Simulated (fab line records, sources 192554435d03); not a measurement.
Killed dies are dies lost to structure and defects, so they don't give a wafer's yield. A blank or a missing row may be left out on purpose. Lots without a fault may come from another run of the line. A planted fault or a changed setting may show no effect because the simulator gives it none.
Chamber matching | flow n5_finfet | N5_BEOL_M8_PECVD_70 on pecvd-04: 3 sister chambers
The step deposits SiO2 from TEOS/O2, target thk 20 nm, time 22.7 s. 18 wafers are shown with their chamber, then 9 later ones without.

WAFERS WITH THEIR CHAMBER
wafer  | chamber | throttle_valve_pct (%) | showerhead_plenum_p_Torr (Torr) | heater_power_w (W)
L081.1 | 2       | 19.4                   | 8.67                            | 742
L081.2 | 1       | 23.7                   | 8.80                            | 651
L081.3 | 0       | 22.9                   | 8.64                            | 652
L081.4 | 1       | 23.9                   | 8.75                            | 672
L081.5 | 2       | 19.4                   | 8.67                            | 743
L081.6 | 0       | 22.8                   | 8.63                            | 634
L079.1 | 1       | 23.6                   | 8.75                            | 643
L079.3 | 2       | 19.6                   | 8.65                            | 682
L079.6 | 0       | 22.5                   | 8.64                            | 580
L082.2 | 0       | 23.1                   | 8.64                            | 629
L082.4 | 2       | 19.6                   | 8.67                            | 615
L082.5 | 0       | 23.1                   | 8.66                            | 617
L086.1 | 1       | 23.7                   | 8.74                            | 677
L086.3 | 0       | 22.8                   | 8.64                            | 669
L086.5 | 1       | 23.8                   | 8.76                            | 649
L087.3 | 2       | 19.7                   | 8.69                            | 644
L087.4 | 2       | 19.9                   | 8.65                            | 649
L087.6 | 1       | 23.4                   | 8.75                            | 679

SIGNATURES (means of the wafers above)
reading                  | chamber 0 | chamber 1 | chamber 2 | scatter within a chamber
throttle_valve_pct       | 22.867    | 23.683    | 19.600    | 0.197
showerhead_plenum_p_Torr | 8.6417    | 8.7583    | 8.6667    | 0.0161
heater_power_w           | 630.17    | 661.83    | 679.17    | 36.7
Rule: a wafer's distance from a chamber is the root of the sum, over the readings, of the square of ((its reading less the chamber's mean) divided by the reading's scatter). The wafer belongs to the nearest chamber; if the next one is less than 2 further off, it can't be placed. The scatter: the root of (the sum of the squares of (reading less its chamber's mean) over the shown wafers, divided by (wafers less chambers)).

WAFERS WITHOUT THEIR CHAMBER
wafer  | throttle_valve_pct (%) | showerhead_plenum_p_Torr (Torr) | heater_power_w (W)
L090.1 | 19.6                   | 8.67                            | 730
L090.2 | 23.0                   | 8.66                            | 679
L090.4 | 23.0                   | 8.64                            | 684
L090.3 | 19.4                   | 8.64                            | 752
L090.5 | 19.8                   | 8.66                            | 755
L090.6 | 23.0                   | 8.67                            | 676
L096.3 | 19.9                   | 8.67                            | 639
L096.5 | 23.8                   | 8.77                            | 688
L096.6 | 23.1                   | 8.66                            | 611

WHICH CHAMBER EACH WENT THROUGH
wafer  | from the rows above | in truth
L090.1 | 2                   | 2
L090.2 | 0                   | 0
L090.4 | 0                   | 0
L090.3 | 2                   | 2
L090.5 | 2                   | 2
L090.6 | 0                   | 0
L096.3 | 2                   | 2
L096.5 | 1                   | 1
L096.6 | 0                   | 0
Placed correctly: 9 of 9. Can't be placed from these rows: 0. Placed wrongly: 0.
